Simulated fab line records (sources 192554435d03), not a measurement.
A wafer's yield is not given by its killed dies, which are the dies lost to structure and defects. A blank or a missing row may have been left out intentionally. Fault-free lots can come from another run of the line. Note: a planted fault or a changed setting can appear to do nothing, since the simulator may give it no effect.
Which tool was responsible?    flow n5_finfet    Sampling: 22 lots, 66 wafers, 6 of 1938 route steps

WHAT EACH GAUGE READ, for each wafer
N5_GATE_CUT_INSPECT_26: inspects for defects (darkfield). Usual: raw_defect_count 39, standard deviation 14.
lot   measured      on                 raw_defect_count  flag
L074  day 4 15:16   defect_inspect-02  48 23 24          
L075  day 4 21:40   defect_inspect-02  58 33 38          
L076  day 5 06:13   defect_inspect-01  24 37 39          
L077  day 5 10:28   defect_inspect-02  43 34 24          
L078  day 5 16:24   defect_inspect-01  20 38 22          
L079  day 5 22:02   defect_inspect-02  50 56 34          
L080  day 6 03:08   defect_inspect-01  18 53 35          
L082  day 6 18:43   defect_inspect-02  43 40 69          
L084  day 7 04:19   defect_inspect-01  36 36 23          
L085  day 7 10:43   defect_inspect-02  26 44 49          
L086  day 7 16:16   defect_inspect-02  48 29 43          
L087  day 7 20:40   defect_inspect-01  44 29 24          
L088  day 8 02:46   defect_inspect-02  45 43 32          
L089  day 8 11:57   defect_inspect-01  26 24 53          
L090  day 8 14:10   defect_inspect-02  55 69 48          
L091  day 8 21:32   defect_inspect-01  42 37 39          
L092  day 9 04:40   defect_inspect-02  68 76 55          
L093  day 9 08:04   defect_inspect-02  69 32 37          
L094  day 9 23:22   defect_inspect-01  53 40 52          
L095  day 10 01:08  defect_inspect-02  24 28 52          
L096  day 10 06:04  defect_inspect-01  38 63 17          
L097  day 10 10:23  defect_inspect-01  28 20 40          

N5_MOL_CONTACT_COAG_OVL_MEAS_41. Usual: VD_OVL typically reads -0.6 nm, with standard deviation 0.79.
lot   measured      on          VD_OVL (nm)     flag
L074  day 5 04:02   overlay-02  0.2 -1.9 -1.0   
L075  day 5 09:04   overlay-01  -1.0 0.5 -0.2   
L076  day 5 17:35   overlay-01  -1.9 -1.4 -1.7  
L077  day 5 22:53   overlay-01  0.4 -0.7 -0.4   
L078  day 6 06:25   overlay-01  -2.4 -1.1 -2.0  
L079  day 6 11:14   overlay-01  -1.5 -1.9 -1.8  
L080  day 6 16:50   overlay-01  -0.2 0.4 -0.4   
L082  day 7 07:49   overlay-02  -1.4 -1.3 -1.2  
L084  day 7 16:54   overlay-02  -0.5 -0.1 0.6   
L085  day 7 22:32   overlay-01  -0.2 -1.1 -0.9  
L086  day 8 04:29   overlay-01  -1.1 -0.5 -0.3  
L087  day 8 10:00   overlay-01  -0.9 0.2 -0.5   
L088  day 8 15:11   overlay-02  -0.5 0.6 -0.2   
L089  day 9 00:51   overlay-01  -0.5 -1.3 -1.2  
L090  day 9 02:32   overlay-02  1.4 0.7 0.2     
L091  day 9 10:15   overlay-01  0.6 1.7 -0.1    
L092  day 9 19:50   overlay-01  -0.4 -0.5 0.4   
L093  day 9 21:44   overlay-02  0.1 -0.4 0.2    
L094  day 10 09:34  overlay-01  -1.2 -0.9 -1.2  
L095  day 10 11:41  overlay-02  0.2 -1.3 -1.9   
L096  day 10 15:55  overlay-02  0.0 -0.4 -0.7   
L097  day 10 19:38  overlay-02  -0.7 -0.4 -1.2  

TOOL THAT RAN EACH LOT (tool first, then ch and the chambers of the sampled wafers, then the start)
lot   N5_MOL_CONTACT_COAG_ETCH_105        N5_MOL_CONTACT_COAG_ETCH_90         N5_MOL_CONTACT_COAG_ETCH_91         N5_MOL_CONTACT_COAG_VIA_ETCH_46
L074  rie_diel-05 ch 0,2, day 4 15:55     rie_diel-01 ch 0,2,3, day 5 02:32   rie_diel-05 ch 0,1,3, day 5 03:02   rie_diel-05 ch 0,1,3, day 5 03:10
L075  rie_diel-06 ch 0,1,3, day 4 22:16   rie_diel-06 ch 0,1,3, day 5 07:57   rie_diel-06 ch 2,3, day 5 08:14     rie_diel-06 ch 2,3, day 5 08:22
L076  rie_diel-01 ch 1,2, day 5 06:41     rie_diel-05 ch 0,1,3, day 5 16:19   rie_diel-06 ch 0,1,2, day 5 16:46   rie_diel-06 ch 0,1,2, day 5 16:53
L077  rie_diel-01 ch 1,2, day 5 11:23     rie_diel-05 ch 1,2,3, day 5 21:40   rie_diel-01 ch 1,2,3, day 5 21:58   rie_diel-01 ch 1,2,3, day 5 22:05
L078  rie_diel-05 ch 0,1,2, day 5 17:04   rie_diel-06 ch 0,2, day 6 05:11     rie_diel-06 ch 0,3, day 6 05:29     rie_diel-06 ch 0,3, day 6 05:36
L079  rie_diel-06 ch 0,1,2, day 5 22:38   rie_diel-05 ch 0,1,2, day 6 09:57   rie_diel-01 ch 0,1,3, day 6 10:26   rie_diel-01 ch 0,1,3, day 6 10:33
L080  rie_diel-06 ch 0,2,3, day 6 03:40   rie_diel-01 ch 1,2,3, day 6 15:37   rie_diel-01 ch 0,1,3, day 6 15:55   rie_diel-01 ch 0,1,3, day 6 16:02
L082  rie_diel-01 ch 0,1,3, day 6 19:19   rie_diel-05 ch 0,1, day 7 06:41     rie_diel-05 ch 1,3, day 7 06:59     rie_diel-05 ch 1,3, day 7 07:06
L084  rie_diel-01 ch 0,3, day 7 04:58     rie_diel-05 ch 0,1,3, day 7 15:47   rie_diel-06 ch 0,1, day 7 16:05     rie_diel-06 ch 0,1, day 7 16:12
L085  rie_diel-05 ch 0,1,3, day 7 11:21   rie_diel-05 ch 1,3, day 7 21:16     rie_diel-05 ch 0,2, day 7 21:37     rie_diel-05 ch 0,2, day 7 21:44
L086  rie_diel-06 ch 0,1,3, day 7 16:56   rie_diel-05 ch 0,1,2, day 8 03:22   rie_diel-01 ch 0,2,3, day 8 03:41   rie_diel-01 ch 0,2,3, day 8 03:49
L087  rie_diel-06 ch 0,1,3, day 7 21:08   rie_diel-01 ch 0,2,3, day 8 08:54   rie_diel-06 ch 0,1,2, day 8 09:11   rie_diel-06 ch 0,1,2, day 8 09:19
L088  rie_diel-06 ch 0,2,3, day 8 03:14   rie_diel-05 ch 0,1,3, day 8 14:05   rie_diel-05 ch 0,2,3, day 8 14:23   rie_diel-05 ch 0,2,3, day 8 14:30
L089  rie_diel-05 ch 0,2,3, day 8 12:40   rie_diel-01 ch 0,1, day 8 23:42     rie_diel-06 ch 0,2,3, day 8 23:59   rie_diel-06 ch 0,2,3, day 9 00:07
L090  rie_diel-05 ch 0,2,3, day 8 14:46   rie_diel-05 ch 1,2, day 9 01:20     rie_diel-05 ch 1,3, day 9 01:44     rie_diel-05 ch 1,3, day 9 01:52
L091  rie_diel-06 ch 1,2,3, day 8 22:08   rie_diel-05 ch 0,1,2, day 9 09:04   rie_diel-06 ch 0,1,2, day 9 09:26   rie_diel-06 ch 0,1,2, day 9 09:33
L092  rie_diel-01 ch 0,2,3, day 9 05:16   rie_diel-01 ch 2,3, day 9 15:59     rie_diel-01 ch 0,1,2, day 9 16:17   rie_diel-01 ch 0,1,2, day 9 16:24
L093  rie_diel-05 ch 0,1, day 9 09:10     rie_diel-05 ch 1,2, day 9 20:35     rie_diel-01 ch 0,1,3, day 9 20:53   rie_diel-01 ch 0,1,3, day 9 21:00
L094  rie_diel-06 ch 0,2, day 9 23:59     rie_diel-06 ch 0,1, day 10 07:47    rie_diel-01 ch 0,1, day 10 08:36    rie_diel-01 ch 0,1, day 10 08:43
L095  rie_diel-05 ch 0,1,2, day 10 01:51  rie_diel-05 ch 0,1, day 10 10:22    rie_diel-06 ch 0,1,2, day 10 10:43  rie_diel-06 ch 0,1,2, day 10 10:50
L096  rie_diel-06 ch 1,2, day 10 06:40    rie_diel-05 ch 2,3, day 10 14:26    rie_diel-06 ch 0,1,2, day 10 14:58  rie_diel-06 ch 0,1,2, day 10 15:05
L097  rie_diel-05 ch 0,1, day 10 10:59    rie_diel-05 ch 1,2,3, day 10 18:20  rie_diel-06 ch 0,1,2, day 10 18:40  rie_diel-06 ch 0,1,2, day 10 18:47
- N5_MOL_CONTACT_COAG_ETCH_105: etches SiARC in CF4, target depth 15.6 nm, time 26 s.
- N5_MOL_CONTACT_COAG_ETCH_90: etches SiARC in CF4, target depth 13 nm, time 21.7 s.
- N5_MOL_CONTACT_COAG_ETCH_91: etches SOC in N2/H2, target depth 60 nm, overetch 21 nm, time 101.2 s.
- N5_MOL_CONTACT_COAG_VIA_ETCH_46: etches SiO2 in C4F6/O2, target depth 46 nm, overetch 9.2 nm, time 40 s.

WHAT THE TOOLS THEMSELVES READ (means of the sampled wafers that have a number; where no wafer has one, the mark that the record gives instead)
N5_MOL_CONTACT_COAG_ETCH_105. Usual: drypump_motor_current_A 5.6 A, standard deviation 0.49; etch_rf_on_time_s 26.1 s, standard deviation 0.63; oes_product_au 0.68 a.u., standard deviation 0.076; rf_vpp_V 183.9 V, standard deviation 1.1; showerhead_plenum_p_Torr 2.13 Torr, standard deviation 0.054; throttle_valve_pct 15.56 %, standard deviation 0.26.
lot   tool         drypump_motor_current_A (A)  etch_rf_on_time_s (s)  oes_product_au (a.u.)  rf_vpp_V (V)  showerhead_plenum_p_Torr (Torr)  throttle_valve_pct (%)  flag
L074  rie_diel-05  5.8                          26.0                   0.61                   184.5         2.15                             15.66                   
L075  rie_diel-06  5.4                          26.8                   0.66                   183.9         2.12                             15.52                   
L076  rie_diel-01  5.8                          26.0                   0.74                   184.7         2.14                             15.36                   
L077  rie_diel-01  5.6                          26.8                   0.74                   184.3         2.11                             15.42                   
L078  rie_diel-05  5.9                          25.9                   0.60                   183.5         2.12                             15.72                   
L079  rie_diel-06  5.1                          26.2                   0.69                   184.1         2.13                             15.54                   
L080  rie_diel-06  5.2                          26.5                   0.69                   183.5         2.16                             15.56                   
L082  rie_diel-01  5.9                          25.5                   0.76                   185.2         2.17                             15.47                   
L084  rie_diel-01  6.0                          25.5                   0.73                   184.3         2.18                             15.66                   
L085  rie_diel-05  6.0                          26.0                   0.68                   183.3         2.09                             15.56                   
L086  rie_diel-06  5.5                          26.3                   0.64                   184.2         2.11                             15.58                   
L087  rie_diel-06  5.5                          26.8                   0.64                   183.9         2.11                             15.57                   
L088  rie_diel-06  5.2                          26.9                   0.67                   183.6         2.15                             15.60                   
L089  rie_diel-05  6.1                          25.9                   0.74                   183.3         2.14                             15.36                   
L090  rie_diel-05  6.1                          25.9                   0.73                   184.4         2.14                             15.35                   
L091  rie_diel-06  5.2                          26.2                   0.63                   183.4         2.10                             15.72                   
L092  rie_diel-01  5.7                          25.8                   0.72                   184.5         2.14                             15.57                   
L093  rie_diel-05  5.7                          25.9                   0.60                   182.9         2.08                             15.81                   
L094  rie_diel-06  4.9                          26.4                   0.68                   184.5         2.16                             15.64                   
L095  rie_diel-05  5.9                          25.7                   0.66                   183.8         2.11                             15.64                   
L096  rie_diel-06  5.1                          25.7                   0.63                   183.2         2.07                             15.73                   
L097  rie_diel-05  5.7                          26.0                   0.59                   183.1         2.06                             15.87                   

N5_MOL_CONTACT_COAG_ETCH_90. Usual: drypump_motor_current_A 5.8 A, standard deviation 0.46; etch_rf_on_time_s 21.6 s, standard deviation 0.53; oes_product_au 0.68 a.u., standard deviation 0.088; rf_vpp_V 184.0 V, standard deviation 1; showerhead_plenum_p_Torr 2.12 Torr, standard deviation 0.055; throttle_valve_pct 15.55 %, standard deviation 0.29.
lot   tool         drypump_motor_current_A (A)  etch_rf_on_time_s (s)  oes_product_au (a.u.)  rf_vpp_V (V)  showerhead_plenum_p_Torr (Torr)  throttle_valve_pct (%)  flag
L074  rie_diel-01  5.7                          21.5                   0.69                   184.6         2.16                             15.66                   
L075  rie_diel-06  5.5                          22.3                   0.66                   183.0         2.12                             15.53                   
L076  rie_diel-05  6.0                          22.2                   0.60                   184.3         2.09                             15.71                   
L077  rie_diel-05  6.2                          21.9                   0.59                   183.3         2.11                             15.68                   
L078  rie_diel-06  4.9                          21.9                   0.73                   184.1         2.18                             15.57                   
L079  rie_diel-05  5.9                          21.7                   0.60                   184.0         2.12                             15.73                   
L080  rie_diel-01  5.8                          21.8                   0.71                   184.0         2.14                             15.57                   
L082  rie_diel-05  5.8                          21.7                   0.60                   183.4         2.07                             15.82                   
L084  rie_diel-05  6.0                          21.7                   0.67                   184.3         2.09                             15.58                   
L085  rie_diel-05  6.3                          21.5                   0.73                   183.1         2.08                             15.37                   
L086  rie_diel-05  5.9                          21.6                   0.68                   184.0         2.12                             15.61                   
L087  rie_diel-01  5.7                          21.8                   0.73                   184.3         2.15                             15.56                   
L088  rie_diel-05  6.0                          21.7                   0.66                   183.7         2.09                             15.58                   
L089  rie_diel-01  5.9                          21.0                   0.77                   184.9         2.18                             15.25                   
L090  rie_diel-05  6.0                          21.1                   0.74                   183.8         2.14                             15.43                   
L091  rie_diel-05  5.9                          21.3                   0.67                   183.5         2.11                             15.63                   
L092  rie_diel-01  5.9                          21.9                   0.68                   184.0         2.13                             15.81                   
L093  rie_diel-05  6.0                          21.0                   0.73                   184.1         2.13                             15.44                   
L094  rie_diel-06  5.4                          22.4                   0.65                   184.0         2.13                             15.47                   
L095  rie_diel-05  5.7                          21.6                   0.60                   183.2         2.08                             15.83                   
L096  rie_diel-05  6.3                          21.3                   0.78                   184.5         2.15                             15.19                   
L097  rie_diel-05  6.2                          21.5                   0.70                   183.6         2.10                             15.43                   

N5_MOL_CONTACT_COAG_ETCH_91. Usual: drypump_motor_current_A 5.6 A, standard deviation 0.51; oes_product_au 0.67 a.u., standard deviation 0.068; rf_vpp_V 523.4 V, standard deviation 1.9; showerhead_plenum_p_Torr 2.53 Torr, standard deviation 0.062; throttle_valve_pct 17.81 %, standard deviation 0.29.
lot   tool         drypump_motor_current_A (A)  oes_product_au (a.u.)  rf_vpp_V (V)  showerhead_plenum_p_Torr (Torr)  throttle_valve_pct (%)  flag
L074  rie_diel-05  6.0                          0.59                   522.0         2.49                             17.94                   
L075  rie_diel-06  4.9                          0.68                   524.9         2.55                             17.89                   
L076  rie_diel-06  5.1                          0.68                   524.4         2.54                             17.85                   
L077  rie_diel-01  5.8                          0.71                   523.7         2.55                             17.80                   
L078  rie_diel-06  5.6                          0.65                   523.6         2.53                             17.69                   
L079  rie_diel-01  5.9                          0.74                   525.3         2.58                             17.57                   
L080  rie_diel-01  5.9                          0.73                   524.7         2.58                             17.57                   
L082  rie_diel-05  6.3                          0.73                   522.1         2.48                             17.60                   
L084  rie_diel-06  5.4                          0.68                   523.3         2.54                             17.77                   
L085  rie_diel-05  6.0                          0.75                   525.2         2.57                             17.61                   
L086  rie_diel-01  5.8                          0.72                   524.2         2.56                             17.81                   
L087  rie_diel-06  5.1                          0.66                   523.4         2.53                             17.91                   
L088  rie_diel-05  6.1                          0.72                   523.1         2.54                             17.62                   
L089  rie_diel-06  5.2                          0.66                   524.7         2.55                             17.81                   
L090  rie_diel-05  6.3                          0.70                   521.5         2.47                             17.62                   
L091  rie_diel-06  5.1                          0.65                   523.1         2.53                             17.92                   
L092  rie_diel-01  5.8                          0.71                   525.1         2.54                             17.61                   
L093  rie_diel-01  6.0                          0.69                   523.5         2.56                             17.62                   
L094  rie_diel-01  5.9                          0.72                   525.6         2.57                             17.37                   
L095  rie_diel-06  5.1                          0.65                   523.1         2.52                             17.94                   
L096  rie_diel-06  5.1                          0.65                   523.3         2.52                             17.95                   
L097  rie_diel-06  5.1                          0.64                   523.0         2.52                             17.95                   

N5_MOL_CONTACT_COAG_VIA_ETCH_46. Usual: C4F6_flow_sccm 10.001 sccm, standard deviation 0.025; drypump_motor_current_A 5.6 A, standard deviation 0.5; oes_product_au 0.72 a.u., standard deviation 0.072; rf_vpp_V 1587 V, standard deviation 28; showerhead_plenum_p_Torr 2.82 Torr, standard deviation 0.069; throttle_valve_pct 40.7 %, standard deviation 0.36.
lot   tool         C4F6_flow_sccm (sccm)  drypump_motor_current_A (A)  oes_product_au (a.u.)  rf_vpp_V (V)  showerhead_plenum_p_Torr (Torr)  throttle_valve_pct (%)  flag
L074  rie_diel-05  10.007                 6.0                          0.63                   1595          2.78                             40.8                    
L075  rie_diel-06  9.996                  4.9                          0.72                   1601          2.85                             40.8                    
L076  rie_diel-06  9.987                  5.1                          0.73                   1589          2.83                             40.8                    
L077  rie_diel-01  10.006                 5.8                          0.76                   1593          2.84                             40.7                    
L078  rie_diel-06  9.998                  5.6                          0.69                   1563          2.82                             40.5                    
L079  rie_diel-01  10.009                 5.9                          0.78                   1599          2.88                             40.3                    
L080  rie_diel-01  10.002                 5.9                          0.76                   1598          2.87                             40.3                    
L082  rie_diel-05  10.026                 6.3                          0.79                   1617          2.76                             40.7                    
L084  rie_diel-06  10.010                 5.4                          0.71                   1578          2.83                             40.6                    
L085  rie_diel-05  9.988                  6.0                          0.81                   1576          2.88                             41.0                    
L086  rie_diel-01  9.993                  5.8                          0.76                   1577          2.84                             40.6                    
L087  rie_diel-06  9.987                  5.1                          0.71                   1588          2.82                             40.8                    
L088  rie_diel-05  9.997                  6.1                          0.76                   1588          2.84                             40.7                    
L089  rie_diel-06  10.024                 5.2                          0.70                   1588          2.84                             40.7                    
L090  rie_diel-05  10.013                 6.3                          0.74                   1615          2.76                             40.7                    
L091  rie_diel-06  9.977                  5.1                          0.69                   1589          2.81                             40.8                    
L092  rie_diel-01  10.015                 5.7                          0.75                   1580          2.83                             40.3                    
L093  rie_diel-01  10.004                 5.9                          0.74                   1597          2.86                             40.3                    
L094  rie_diel-01  9.983                  5.9                          0.77                   1586          2.87                             39.9                    
L095  rie_diel-06  9.992                  5.1                          0.69                   1588          2.81                             40.8                    
L096  rie_diel-06  9.984                  5.1                          0.69                   1588          2.81                             40.8                    
L097  rie_diel-06  10.020                 5.1                          0.69                   1588          2.80                             40.8                    

THE ANSWER, worked out from the rows above alone
Rule: a lot counts as off when the mean over its wafers that have a number is more than 3 standard deviations away from the usual mean. Also off: a lot with no number at a reading for which 4 or more lots have one. All remaining lots with rows at the step are treated as sound. Order of review: gauges by route order, followed by the tools' own readings, for which a lot's mean as printed above is used. The first step at which some lot is off is used, and at that step the reading that is off furthest; a lot without a number counts as furthest.
No lot is off on any of the readings shown, so nothing can be concluded from this.

WHAT THE SIMULATOR HAD PUT IN
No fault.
